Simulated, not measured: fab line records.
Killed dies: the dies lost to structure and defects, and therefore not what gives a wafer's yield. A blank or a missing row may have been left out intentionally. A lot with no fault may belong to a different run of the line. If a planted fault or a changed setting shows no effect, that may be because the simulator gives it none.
The tool behind it: which one? ; flow nandHarc ; 24 lots, 72 wafers sampled, at 3 steps of a route of 1302

== WHAT THE GAUGES SHOWED, per wafer ==
NHARC_P_M0_INSPECT_27. Usual: rawDefectCount at 301, with a standard deviation of 110.
lot;measured;on;rawDefectCount;flag
L074;day 6 09:04;defectInspect-02;396 318 207;
L075;day 6 12:20;defectInspect-01;364 225 393;
L076;day 6 18:55;defectInspect-01;331 202 254;
L077;day 7 13:38;defectInspect-01;316 210 257;
L078;day 8 01:55;defectInspect-01;300 425 368;
L079;day 8 08:41;defectInspect-01;245 261 275;
L080;day 8 16:24;defectInspect-01;164 180 265;
L081;day 9 09:02;defectInspect-01;165 296 383;
L082;day 9 13:28;defectInspect-01;339 325 292;
L083;day 9 22:39;defectInspect-01;349 250 159;
L084;day 10 04:29;defectInspect-01;403 292 262;
L085;day 10 19:15;defectInspect-01;444 466 247;
L086;day 11 08:16;defectInspect-01;352 337 358;
L087;day 12 07:56;defectInspect-01;326 428 350;
L089;day 12 09:40;defectInspect-02;343 298 220;
L088;day 12 09:50;defectInspect-01;188 124 155;
L090;day 13 01:25;defectInspect-02;287 395 212;
L091;day 13 08:46;defectInspect-02;288 389 290;
L092;day 13 15:07;defectInspect-02;235 326 296;
L093;day 14 06:31;defectInspect-01;270 338 372;
L094;day 14 10:58;defectInspect-01;161 263 177;
L095;day 14 19:13;defectInspect-02;459 260 251;
L097;day 15 14:07;defectInspect-02;180 146 275;
L096;day 15 15:08;defectInspect-02;422 251 459;

NHARC_P_M2_CD_MEAS_09: the cd target is 170 nm. Usual: cdNm at 170.0 nm, with a standard deviation of 0.43.
lot;measured;on;cdNm (nm);flag
L074;day 6 14:23;cdSem-01;170.0 169.6 169.7;
L075;day 6 17:37;cdSem-02;170.4 170.0 170.0;
L076;day 7 01:07;cdSem-02;170.2 170.2 170.3;
L077;day 7 19:24;cdSem-02;170.1 170.1 170.1;
L078;day 8 07:25;cdSem-02;170.0 169.8 170.7;
L079;day 8 14:11;cdSem-03;169.8 169.9 170.5;
L080;day 8 21:56;cdSem-03;169.8 169.2 169.7;
L081;day 9 14:34;cdSem-01;169.6 169.5 169.2;
L082;day 9 19:02;cdSem-01;170.2 170.2 170.2;
L083;day 10 04:01;cdSem-02;170.1 170.2 170.0;
L084;day 10 09:55;cdSem-03;169.8 169.7 169.7;
L085;day 11 00:56;cdSem-01;170.2 170.3 169.6;
L086;day 11 13:41;cdSem-01;170.2 169.8 170.5;
L087;day 12 13:31;cdSem-02;170.1 170.3 169.4;
L089;day 12 15:14;cdSem-01;170.9 170.4 170.6;
L088;day 12 15:34;cdSem-01;169.5 169.2 169.4;
L090;day 13 06:50;cdSem-01;170.3 170.6 170.1;
L091;day 13 14:19;cdSem-03;169.6 170.6 170.4;
L092;day 13 20:39;cdSem-01;170.0 170.1 169.7;
L093;day 14 11:54;cdSem-03;169.7 170.0 170.4;
L094;day 14 16:31;cdSem-01;170.1 170.7 170.2;
L095;day 15 00:38;cdSem-01;169.5 169.7 169.5;
L097;day 15 19:52;cdSem-03;169.1 169.5 168.8;
L096;day 15 20:58;cdSem-03;169.7 169.9 169.8;

== WHICH TOOL RAN EACH LOT (tool, then ch and the chambers of the sampled wafers, then the start) ==
lot;NHARC_P_M0_ANNEAL_30
L074;rtpAnneal-02 ch 0, day 6 08:21
L075;rtpAnneal-01 ch 0, day 6 11:31
L076;rtpAnneal-01 ch 0, day 6 18:05
L077;rtpAnneal-01 ch 0, day 7 12:50
L078;rtpAnneal-02 ch 0, day 8 01:10
L079;rtpAnneal-01 ch 0, day 8 07:51
L080;rtpAnneal-02 ch 0, day 8 15:41
L081;rtpAnneal-02 ch 0, day 9 08:16
L082;rtpAnneal-01 ch 0, day 9 12:38
L083;rtpAnneal-02 ch 0, day 9 21:50
L084;rtpAnneal-02 ch 0, day 10 03:41
L085;rtpAnneal-01 ch 0, day 10 18:26
L086;rtpAnneal-01 ch 0, day 11 07:30
L087;rtpAnneal-02 ch 0, day 12 07:11
L089;rtpAnneal-02 ch 0, day 12 08:54
L088;rtpAnneal-01 ch 0, day 12 09:05
L090;rtpAnneal-01 ch 0, day 13 00:39
L091;rtpAnneal-01 ch 0, day 13 07:59
L092;rtpAnneal-02 ch 0, day 13 14:18
L093;rtpAnneal-02 ch 0, day 14 05:42
L094;rtpAnneal-02 ch 0, day 14 10:08
L095;rtpAnneal-01 ch 0, day 14 18:25
L097;rtpAnneal-01 ch 0, day 15 13:17
L096;rtpAnneal-02 ch 0, day 15 14:23
- NHARC_P_M0_ANNEAL_30: time 90 s.

== WHAT THE TOOLS THEMSELVES READ (means of the sampled wafers that have a number; where no wafer has one, the mark that the record gives instead) ==
NHARC_P_M0_ANNEAL_30. Usual: wafer_temp_C_max at 225.88, with a standard deviation of 0.24.
lot;tool;wafer_temp_C_max;flag
L074;rtpAnneal-02;225.81;
L075;rtpAnneal-01;225.84;
L076;rtpAnneal-01;225.97;
L077;rtpAnneal-01;225.73;
L078;rtpAnneal-02;226.08;
L079;rtpAnneal-01;225.94;
L080;rtpAnneal-02;225.80;
L081;rtpAnneal-02;225.79;
L082;rtpAnneal-01;225.63;
L083;rtpAnneal-02;225.98;
L084;rtpAnneal-02;226.10;
L085;rtpAnneal-01;225.60;
L086;rtpAnneal-01;225.93;
L087;rtpAnneal-02;226.15;
L089;rtpAnneal-02;225.80;
L088;rtpAnneal-01;225.94;
L090;rtpAnneal-01;225.95;
L091;rtpAnneal-01;225.96;
L092;rtpAnneal-02;225.82;
L093;rtpAnneal-02;226.14;
L094;rtpAnneal-02;225.86;
L095;rtpAnneal-01;226.00;
L097;rtpAnneal-01;225.78;
L096;rtpAnneal-02;226.16;

== THE ANSWER, worked out from the rows above alone ==
Rule: a lot is off if the mean of its wafers that have a number lies more than 3 standard deviations from the usual mean. A lot without any number at a reading at which 4 lots or more have one is off too. The other lots that the step has rows for count as sound. After the gauges, taken in route order, come the tools' own readings; for these a lot's mean is taken, as printed above. At the first step where some lot is off, the reading lying furthest off is the one used; lots without a number count as furthest.
No lot is off at any reading shown: from this, nothing can be told.

== WHAT WAS PUT IN BY THE SIMULATOR ==
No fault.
